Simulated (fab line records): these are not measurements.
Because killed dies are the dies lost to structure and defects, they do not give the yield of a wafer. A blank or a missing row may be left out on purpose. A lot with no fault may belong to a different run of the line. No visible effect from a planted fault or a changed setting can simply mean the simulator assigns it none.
Matching of chambers | flow n5_finfet | N5_FIN_SAQP_SPACER1_ETCHBACK_25 on rie_diel-01 has 4 sister chambers
The step etches SiO2 in CHF3/O2, target depth 24.4 nm, time 12.2 s. 18 wafers are shown with their chamber, then 9 later ones without.

== WAFERS WITH THEIR CHAMBER ==
wafer  | chamber | throttle_valve_pct (%) | oes_product_au (a.u.) | drypump_motor_current_A (A)
L074.2 | 0       | 19.10                  | 0.70                  | 5.2
L074.3 | 3       | 18.99                  | 0.72                  | 6.4
L074.5 | 0       | 19.11                  | 0.69                  | 5.1
L075.3 | 1       | 19.25                  | 0.74                  | 5.5
L075.5 | 1       | 19.23                  | 0.74                  | 5.5
L075.6 | 3       | 19.03                  | 0.71                  | 6.4
L076.2 | 0       | 19.10                  | 0.68                  | 5.2
L076.4 | 3       | 19.03                  | 0.71                  | 6.4
L076.5 | 0       | 19.11                  | 0.69                  | 5.2
L078.1 | 3       | 19.03                  | 0.71                  | 6.4
L078.3 | 0       | 19.11                  | 0.68                  | 5.2
L078.5 | 3       | 19.00                  | 0.71                  | 6.4
L079.3 | 0       | 19.15                  | 0.67                  | 5.2
L079.4 | 3       | 19.03                  | 0.70                  | 6.5
L079.6 | 1       | 19.25                  | 0.73                  | 5.5
L081.1 | 2       | 18.41                  | 0.96                  | 5.7
L081.2 | 1       | 19.28                  | 0.72                  | 5.5
L081.5 | 2       | 18.38                  | 0.95                  | 5.8

SIGNATURES (means of the wafers above)
reading                 | chamber 0 | chamber 1 | chamber 2 | chamber 3 | scatter within a chamber
throttle_valve_pct      | 19.1133   | 19.2525   | 18.3950   | 19.0183   | 0.0192
oes_product_au          | 0.6850    | 0.7325    | 0.9550    | 0.7100    | 0.00876
drypump_motor_current_A | 5.183     | 5.500     | 5.750     | 6.417     | 0.0393
Rule: for a wafer and a chamber, the distance is found by dividing, reading by reading, the gap between the wafer's reading and the chamber's mean by the reading's scatter, squaring, summing and taking the root. If the next closest chamber is less than 2 further off than the closest, the wafer can't be placed; otherwise it belongs to the closest. How the scatter is found: for the shown wafers, subtract from each reading the mean of its chamber, square and add these, divide the total by (wafers less chambers), then take the root.

== WAFERS WHOSE CHAMBER IS MISSING ==
wafer  | throttle_valve_pct (%) | oes_product_au (a.u.) | drypump_motor_current_A (A)
L087.3 | 19.06                  | 0.69                  | 6.4
L087.5 | 19.05                  | 0.69                  | 6.4
L087.6 | 18.42                  | 0.92                  | 5.8
L092.1 | 19.16                  | 0.65                  | 5.1
L092.2 | 19.30                  | 0.69                  | 5.5
L092.6 | 19.31                  | 0.69                  | 5.5
L093.1 | 19.32                  | 0.70                  | 5.5
L093.3 | 18.44                  | 0.89                  | 5.7
L093.6 | 19.16                  | 0.64                  | 5.2

== CHAMBER TAKEN BY EACH ==
wafer  | from the rows above | in truth
L087.3 | 3                   | 3
L087.5 | 3                   | 3
L087.6 | 2                   | 2
L092.1 | 0                   | 0
L092.2 | 1                   | 1
L092.6 | 1                   | 1
L093.1 | 1                   | 1
L093.3 | 2                   | 2
L093.6 | 0                   | 0
Placed correctly: 9 of 9. Not placeable from these rows: 0. Placed wrongly: 0.
